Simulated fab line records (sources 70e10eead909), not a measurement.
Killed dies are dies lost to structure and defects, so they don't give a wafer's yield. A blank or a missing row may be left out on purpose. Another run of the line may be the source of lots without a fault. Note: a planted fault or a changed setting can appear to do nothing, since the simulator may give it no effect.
Struck lot and sound lot, side by side || flow nand-harc || 14 out of 1159 route steps
Sound: the wafers L926.3, L926.5, L926.6. Wafers struck: L939.3, L939.4, L939.5. Last of all comes the cause.
Each step with rows lists, per side, the tool, then ch with its chambers, then its first start. Under that, the readings that differ: sound wafers || struck wafers || difference of the means || sigmas: that difference in standard deviations of wafers without a fault.
alike: readings whose means differ by less than 2 such deviations, and words and numbers that are the same on both sides. not compared: withheld readings, readings that some wafer has no value for, bounds like >300 that may hide the same value, and numbers for which the record gives no deviation and whose values overlap.
A row with sigmas, a row that says differs or no value, or rows on one side alone: a step with any of these is where the two part. Numbers that have no deviation but don't overlap get no sigmas and don't part them. A reading that every wafer of one side lacks parts them only if that side has two wafers or more.

NHARC_A_ZERO_WELL_INSPECT_17:
  sound on defect-inspect-02 at day 7 23:44; struck on defect-inspect-01 at day 11 18:26
  alike: raw-defect-count
then, 3 steps without rows for these wafers: NHARC_A_SOURCE_PLATE_PRECLEAN_00 (cleans in HF-LAST, time 60 s); NHARC_A_SOURCE_PLATE_SRD_01; NHARC_A_SOURCE_PLATE_OXIDE_02 (material SiO2, target thk 10 nm, ox time 1362 s).
NHARC_A_SOURCE_PLATE_THK_MEAS_09: measures by ellipsometry.
  sound on film-metro-01 at day 8 10:11; struck on film-metro-02 at day 12 01:32
  alike: thk-nm
then, 3 steps without rows for these wafers: NHARC_A_SOURCE_PLATE_PVD_04 (deposits WSi2, target thk 50 nm); NHARC_A_SOURCE_PLATE_CVD_03 (deposits poly-Si, target thk 200 nm, time 4000 s); NHARC_A_SOURCE_PLATE_ANNEAL_05 (time 1800 s).
NHARC_A_SOURCE_PLATE_THK_MEAS_06: measures by ellipsometry.
  sound on film-metro-02 at day 8 23:42; struck on film-metro-02 at day 12 15:13
  alike: thk-nm
NHARC_A_SOURCE_PLATE_INSPECT_08:
  sound on defect-inspect-02 at day 8 23:46; struck on defect-inspect-02 at day 12 15:17
  alike: raw-defect-count
NHARC_A_ONON_D1_DEP_00: target thk 1000 nm.
  sound on pecvd-onon-02 ch 0, day 8 23:56; struck on pecvd-onon-02 ch 0, day 12 15:29
NHARC_A_ONON_D1_THK_MEAS_02: measures by ellipsometry.
  sound on film-metro-02 at day 9 00:20; struck on film-metro-01 at day 12 15:52
{"reading": "thk-nm (nm)", "sound": "996 996 996", "struck": "1626 1625 1625", "difference": "+629", "sigmas": "+68"}
next comes 1 step that has no rows for these wafers: NHARC_A_ONON_D1_DEP_03 (target thickness 1000 nm).
-- record jumps: 12 days between struck wafers' starts before vs after; left off in module A_ONON_D1, resumes in module END, first step shown is number 1159 of the route --
NHARC_END_SORT_01:
  only the struck wafers appear in the record here, on prober-01 ch 0 at day 24 16:16; the sound ones have no rows

## WHERE THEY PART
At NHARC_A_ONON_D1_THK_MEAS_02 first; at NHARC_END_SORT_01 last (within this record only).

WHY: what had been put in by the simulator
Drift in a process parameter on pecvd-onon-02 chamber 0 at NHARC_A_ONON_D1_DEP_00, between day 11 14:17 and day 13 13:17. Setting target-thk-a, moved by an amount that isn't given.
